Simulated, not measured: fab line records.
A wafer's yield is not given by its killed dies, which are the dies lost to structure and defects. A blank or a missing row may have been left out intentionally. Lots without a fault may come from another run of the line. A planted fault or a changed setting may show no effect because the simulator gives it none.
Check for tools in common / flow n5Finfet / Sampled: 11 lots, 33 wafers

== WHAT PROMPTED THE OPENING ==
Flagged at N5_BEOL_M12_CD_MEAS_10: reading cdNm, on 1 of 11 lots. Wafers without a fault read 140.1 nm, standard deviation 1.3.
Rule: a lot is flagged in two cases, either no wafer of it has a number, or all its wafers with numbers fall more than 4 standard deviations from that mean. All remaining lots are regarded as sound.

lot=L753; measured=day 12 01:37; on=cdSem-03; cdNm (nm), wafer by wafer=141.4 141.6 141.6; flag=
lot=L752; measured=day 12 01:40; on=cdSem-03; cdNm (nm), wafer by wafer=141.2 141.1 141.3; flag=
lot=L756; measured=day 12 10:50; on=cdSem-03; cdNm (nm), wafer by wafer=139.9 140.2 140.2; flag=
lot=L757; measured=day 12 11:14; on=cdSem-01; cdNm (nm), wafer by wafer=136.5 138.1 139.1; flag=
lot=L759; measured=day 13 04:44; on=cdSem-01; cdNm (nm), wafer by wafer=142.2 142.1 139.9; flag=
lot=L760; measured=day 13 05:17; on=cdSem-03; cdNm (nm), wafer by wafer=143.0 142.4 142.3; flag=
lot=L761; measured=day 13 19:01; on=cdSem-01; cdNm (nm), wafer by wafer=139.2 140.5 140.4; flag=
lot=L762; measured=day 14 01:31; on=cdSem-02; cdNm (nm), wafer by wafer=140.8 141.6 141.7; flag=
lot=L763; measured=day 14 08:58; on=cdSem-02; cdNm (nm), wafer by wafer=137.8 139.7 139.3; flag=
lot=L764; measured=day 14 13:36; on=cdSem-03; cdNm (nm), wafer by wafer=140.3 140.9 140.4; flag=
lot=L773; measured=day 17 04:16; on=cdSem-02; cdNm (nm), wafer by wafer=134.0 134.7 133.3; flag=FLAGGED
The numbers of the flagged lots are 134.0 nm on average: -6.1 nm against the usual, or -5 standard deviations.

== WHICH TOOL EACH LOT WENT THROUGH ==
3 process steps preceding the reading are held in the record, out of 1938 steps in the route. In each cell: the tool, then ch and the chambers that the sampled wafers went through, then the start.
lot=L753; flag=; N5_BEOL_M11_SURFACE_TREAT_76=pvdSputter-02, day 11 23:16; N5_BEOL_M11_SPUTTER_48=pvdSputter-02, day 12 00:03; N5_BEOL_M12_EXPOSE_07=krfScanner-02 ch 0, day 12 01:27
lot=L752; flag=; N5_BEOL_M11_SURFACE_TREAT_76=pvdSputter-02, day 11 23:23; N5_BEOL_M11_SPUTTER_48=pvdSputter-02, day 12 00:08; N5_BEOL_M12_EXPOSE_07=krfScanner-02 ch 0, day 12 01:31
lot=L756; flag=; N5_BEOL_M11_SURFACE_TREAT_76=pvdSputter-01, day 12 08:53; N5_BEOL_M11_SPUTTER_48=pvdSputter-03, day 12 09:05; N5_BEOL_M12_EXPOSE_07=krfScanner-02 ch 0, day 12 10:40
lot=L757; flag=; N5_BEOL_M11_SURFACE_TREAT_76=pvdSputter-03, day 12 09:26; N5_BEOL_M11_SPUTTER_48=pvdSputter-03, day 12 09:40; N5_BEOL_M12_EXPOSE_07=krfScanner-01 ch 0, day 12 11:04
lot=L759; flag=; N5_BEOL_M11_SURFACE_TREAT_76=pvdSputter-01, day 13 02:28; N5_BEOL_M11_SPUTTER_48=pvdSputter-02, day 13 02:39; N5_BEOL_M12_EXPOSE_07=krfScanner-01 ch 0, day 13 04:35
lot=L760; flag=; N5_BEOL_M11_SURFACE_TREAT_76=pvdSputter-03, day 13 03:28; N5_BEOL_M11_SPUTTER_48=pvdSputter-03, day 13 03:43; N5_BEOL_M12_EXPOSE_07=krfScanner-02 ch 0, day 13 05:07
lot=L761; flag=; N5_BEOL_M11_SURFACE_TREAT_76=pvdSputter-01, day 13 16:58; N5_BEOL_M11_SPUTTER_48=pvdSputter-02, day 13 17:11; N5_BEOL_M12_EXPOSE_07=krfScanner-01 ch 0, day 13 18:50
lot=L762; flag=; N5_BEOL_M11_SURFACE_TREAT_76=pvdSputter-03, day 13 23:40; N5_BEOL_M11_SPUTTER_48=pvdSputter-02, day 14 00:04; N5_BEOL_M12_EXPOSE_07=krfScanner-01 ch 0, day 14 01:21
lot=L763; flag=; N5_BEOL_M11_SURFACE_TREAT_76=pvdSputter-02, day 14 07:09; N5_BEOL_M11_SPUTTER_48=pvdSputter-02, day 14 07:31; N5_BEOL_M12_EXPOSE_07=krfScanner-01 ch 0, day 14 08:47
lot=L764; flag=; N5_BEOL_M11_SURFACE_TREAT_76=pvdSputter-03, day 14 11:41; N5_BEOL_M11_SPUTTER_48=pvdSputter-03, day 14 12:02; N5_BEOL_M12_EXPOSE_07=krfScanner-02 ch 0, day 14 13:26
lot=L773; flag=FLAGGED; N5_BEOL_M11_SURFACE_TREAT_76=pvdSputter-03, day 17 02:33; N5_BEOL_M11_SPUTTER_48=pvdSputter-02, day 17 02:49; N5_BEOL_M12_EXPOSE_07=krfScanner-02 ch 0, day 17 04:06
What is done by these steps:
- N5_BEOL_M11_SURFACE_TREAT_76
- N5_BEOL_M11_SPUTTER_48: material Cu, target thk 12 nm, time 2 s.
- N5_BEOL_M12_EXPOSE_07: exposes mask V11.
- N5_BEOL_M12_CD_MEAS_10: target cd 140 nm.

== FLAGGED AGAINST TOTAL, ONE TOOL AT A TIME (gauges that did the reading follow at the end) ==
step=N5_BEOL_M11_SURFACE_TREAT_76; tool=pvdSputter-01; lots run=3; flagged=0; share of the flagged lots=none; sound lots run after its first flagged lot=-
step=N5_BEOL_M11_SURFACE_TREAT_76; tool=pvdSputter-02; lots run=3; flagged=0; share of the flagged lots=none; sound lots run after its first flagged lot=-
step=N5_BEOL_M11_SURFACE_TREAT_76; tool=pvdSputter-03; lots run=5; flagged=1; share of the flagged lots=all; sound lots run after its first flagged lot=0
step=N5_BEOL_M11_SPUTTER_48; tool=pvdSputter-02; lots run=7; flagged=1; share of the flagged lots=all; sound lots run after its first flagged lot=0
step=N5_BEOL_M11_SPUTTER_48; tool=pvdSputter-03; lots run=4; flagged=0; share of the flagged lots=none; sound lots run after its first flagged lot=-
step=N5_BEOL_M12_EXPOSE_07; tool=krfScanner-01; lots run=5; flagged=0; share of the flagged lots=none; sound lots run after its first flagged lot=-
step=N5_BEOL_M12_EXPOSE_07; tool=krfScanner-02; lots run=6; flagged=1; share of the flagged lots=all; sound lots run after its first flagged lot=0
step=N5_BEOL_M12_CD_MEAS_10; tool=cdSem-01; lots run=3; flagged=0; share of the flagged lots=none; sound lots run after its first flagged lot=-
step=N5_BEOL_M12_CD_MEAS_10; tool=cdSem-02; lots run=3; flagged=1; share of the flagged lots=all; sound lots run after its first flagged lot=0
step=N5_BEOL_M12_CD_MEAS_10; tool=cdSem-03; lots run=5; flagged=0; share of the flagged lots=none; sound lots run after its first flagged lot=-

== THE TABLE: WHAT IT ALLOWS ==
4 rows of the table ran every flagged lot: pvdSputter-03 at N5_BEOL_M11_SURFACE_TREAT_76, pvdSputter-02 at N5_BEOL_M11_SPUTTER_48, krfScanner-02 at N5_BEOL_M12_EXPOSE_07, cdSem-02 at N5_BEOL_M12_CD_MEAS_10.
- pvdSputter-03 at N5_BEOL_M11_SURFACE_TREAT_76: 1 of its 5 lots flagged. It ran its last sound lot, L764, at day 14 11:41 and its first flagged lot, L773, at day 17 02:33: a fault with its onset between the two fits.
- pvdSputter-02 at N5_BEOL_M11_SPUTTER_48: 1 of its 7 lots flagged. It ran its last sound lot, L763, at day 14 07:31 and its first flagged lot, L773, at day 17 02:49: a fault with its onset between the two fits.
- krfScanner-02 at N5_BEOL_M12_EXPOSE_07: 1 of its 6 lots flagged. It ran its last sound lot, L764, at day 14 13:26 and its first flagged lot, L773, at day 17 04:06: a fault with its onset between the two fits. Its own readings lie more than 4 standard deviations out on every wafer of the flagged lots: exposureDoseMJCm2.
- cdSem-02 at N5_BEOL_M12_CD_MEAS_10: 1 of its 3 lots flagged. It ran its last sound lot, L763, at day 14 08:58 and its first flagged lot, L773, at day 17 04:16: a fault with its onset between the two fits.
Because each of these 4 tools fits a fault that began at some hour, counting lots does not separate them. More lots, or a look at what each step does to the wafer, might.

== WHAT HAD BEEN PUT IN BY THE SIMULATOR ==
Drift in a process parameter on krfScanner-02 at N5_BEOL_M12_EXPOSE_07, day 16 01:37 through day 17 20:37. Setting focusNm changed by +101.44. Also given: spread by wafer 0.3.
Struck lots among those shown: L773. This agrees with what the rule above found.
